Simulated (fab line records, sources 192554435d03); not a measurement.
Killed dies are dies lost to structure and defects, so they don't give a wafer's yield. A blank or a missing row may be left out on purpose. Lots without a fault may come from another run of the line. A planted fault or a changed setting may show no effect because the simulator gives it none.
Chamber matching | flow n5_finfet | N5_FIN_SAQP_SPACER1_ALD_24 on ald_sin-03: 4 sister chambers
The step deposits SiO2, target thk 20.3 nm, pulse time 1 s, purge time 2 s. 18 wafers are shown with their chamber, then 9 later ones without.

WAFERS WITH THEIR CHAMBER
wafer  | chamber | heater_power_w (W) | precursor_pulse_height_rel
L075.1 | 3       | 543                | 0.981
L075.3 | 1       | 488                | 0.969
L075.5 | 3       | 530                | 1.032
L076.3 | 1       | 510                | 1.004
L076.5 | 0       | 431                | 1.013
L076.6 | 1       | 496                | 0.974
L082.4 | 3       | 554                | 1.024
L082.5 | 0       | 453                | 0.988
L082.6 | 1       | 488                | 1.007
L083.3 | 3       | 543                | 0.988
L083.4 | 2       | 481                | 1.017
L083.6 | 3       | 547                | 1.015
L084.1 | 3       | 546                | 0.987
L084.4 | 0       | 440                | 0.967
L084.6 | 2       | 475                | 0.997
L086.1 | 1       | 506                | 0.984
L086.2 | 3       | 533                | 0.996
L086.3 | 0       | 460                | 1.022

SIGNATURES (means of the wafers above)
reading                    | chamber 0 | chamber 1 | chamber 2 | chamber 3 | scatter within a chamber
heater_power_w             | 446.00    | 497.60    | 478.00    | 542.29    | 9.81
precursor_pulse_height_rel | 0.99750   | 0.98760   | 1.00700   | 1.00329   | 0.0202
Rule: a wafer's distance from a chamber is the root of the sum, over the readings, of the square of ((its reading less the chamber's mean) divided by the reading's scatter). The wafer belongs to the nearest chamber; if the next one is less than 2 further off, it can't be placed. The scatter: the root of (the sum of the squares of (reading less its chamber's mean) over the shown wafers, divided by (wafers less chambers)).

WAFERS WITHOUT THEIR CHAMBER
wafer  | heater_power_w (W) | precursor_pulse_height_rel
L088.1 | 452                | 1.000
L088.3 | 470                | 1.012
L088.6 | 472                | 0.990
L090.2 | 530                | 1.030
L090.4 | 438                | 1.024
L090.6 | 440                | 1.000
L097.2 | 540                | 0.947
L097.3 | 518                | 1.025
L097.5 | 457                | 0.976

WHICH CHAMBER EACH WENT THROUGH
wafer  | from the rows above          | in truth
L088.1 | 0                            | 0
L088.3 | can't be placed: 2 or 0      | 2
L088.6 | can't be placed: 2 or 1 or 0 | 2
L090.2 | 3                            | 3
L090.4 | 0                            | 0
L090.6 | 0                            | 0
L097.2 | can't be placed: 3 or 1      | 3
L097.3 | can't be placed: 3 or 1 or 2 | 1
L097.5 | can't be placed: 0 or 2      | 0
Placed correctly: 4 of 9. Can't be placed from these rows: 5 (the true chamber is among the candidates in 5). Placed wrongly: 0.
